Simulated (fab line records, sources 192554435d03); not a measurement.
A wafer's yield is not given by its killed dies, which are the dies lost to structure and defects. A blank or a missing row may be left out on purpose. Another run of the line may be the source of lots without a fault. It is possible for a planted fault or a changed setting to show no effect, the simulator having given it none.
Comparing a struck lot with a sound one	flow n5Finfet	15 out of 1938 route steps
Sound: the wafers L912.1, L912.2, L912.4. The struck wafers were L931.3, L931.5, L931.6. The cause comes at the end.
Per side, at each step with rows, come the tool, then ch with its chambers, and then its first start. Under that, the readings that differ: sound wafers	struck wafers	difference of the means	sigmas: that difference in standard deviations of wafers without a fault.
alike: a reading whose means differ by less than 2 such deviations, as well as words and numbers matching on both sides. not compared: withheld readings; readings where some wafer has no value; bounds like >300 that might hide an equal value; numbers whose values overlap and for which the record gives no deviation.
A row with sigmas, a row that says differs or no value, or rows on one side alone: a step with any of these is where the two part. When numbers do not overlap yet have no deviation, they are printed without sigmas and do not part them. Lack of a reading on every wafer of one side parts them only where that side has two or more wafers.

first, 2 steps without rows for these wafers: N5_DUMMY_GATE_PRECLEAN_00 (cleans in O3/DIW, time 60 s); N5_DUMMY_GATE_SRD_01 (time 30 s).
N5_DUMMY_GATE_ALD_02: deposits SiO2, target thk 2 nm, pulse time 1 s.
  sound on aldSin-03 ch 1,2,3, day 2 12:43; struck on aldSin-04 ch 0,1,2, day 7 07:04
  alike: heaterPowerW, precursorPulseHeightRel
  not compared: sinceWetCleanH
then, 3 steps without rows for these wafers: N5_DUMMY_GATE_CVD_03 (deposits a-Si from SiH4, target thk 150 nm, time 8042 s); N5_DUMMY_GATE_PRECLEAN_46 (cleans in DIW, time 89.5 s); N5_DUMMY_GATE_SRD_47 (dry time 32 s).
N5_DUMMY_GATE_CMP_04: polishes a-Si.
  sound on cmp-03 ch 1,2,3, day 2 20:04; struck on cmp-02 ch 0,3, day 7 10:56
reading	sound	struck	difference	sigmas
timeToEndpointS (s)	18.8 18.1 14.6	11.3 9.0 8.8	-7.5	-3
  alike: motorCurrentA, retainingRingPressureFrac
N5_DUMMY_GATE_THK_MEAS_05:
  sound: filmMetro-01 at day 2 20:19; struck: filmMetro-01 at day 7 11:09
  alike: thkNm
then, 4 steps without rows for these wafers: N5_DUMMY_GATE_HM_DEP_06 (deposits SiNx from DCS/NH3, target thk 80 nm, time 5141 s); N5_DUMMY_GATE_PECVD_30 (deposits SiO2 from TEOS/O2, target thk 55 nm, time 10.8 s); N5_DUMMY_GATE_COAT_34 (time 60 s, resist thk 60 nm); N5_DUMMY_GATE_COAT_35 (time 60 s, resist thk 10 nm).
N5_DUMMY_GATE_COAT_28: time 60 s, resist thk 10 nm.
  sound on lithoTrack-01 ch 0, day 3 00:20; struck on lithoTrack-03 ch 0, day 7 17:08
reading	sound	struck	difference	sigmas
heaterPowerTotalW (W)	391.3 391.5 391.4	364.9 368.1 364.9	-25.4	-20
plateTempC (C)	205.11 205.01 205.17	194.03 194.28 194.19	-10.93	-68
then, 2 steps without rows for these wafers: N5_DUMMY_GATE_COAT_09 (resist thk 30 nm); N5_PASSIVATION_PROBE_49.

## WHERE THEY PART
Earliest at N5_DUMMY_GATE_CMP_04; latest, in this record, at N5_DUMMY_GATE_COAT_28.

WHY: the cause the simulator had injected
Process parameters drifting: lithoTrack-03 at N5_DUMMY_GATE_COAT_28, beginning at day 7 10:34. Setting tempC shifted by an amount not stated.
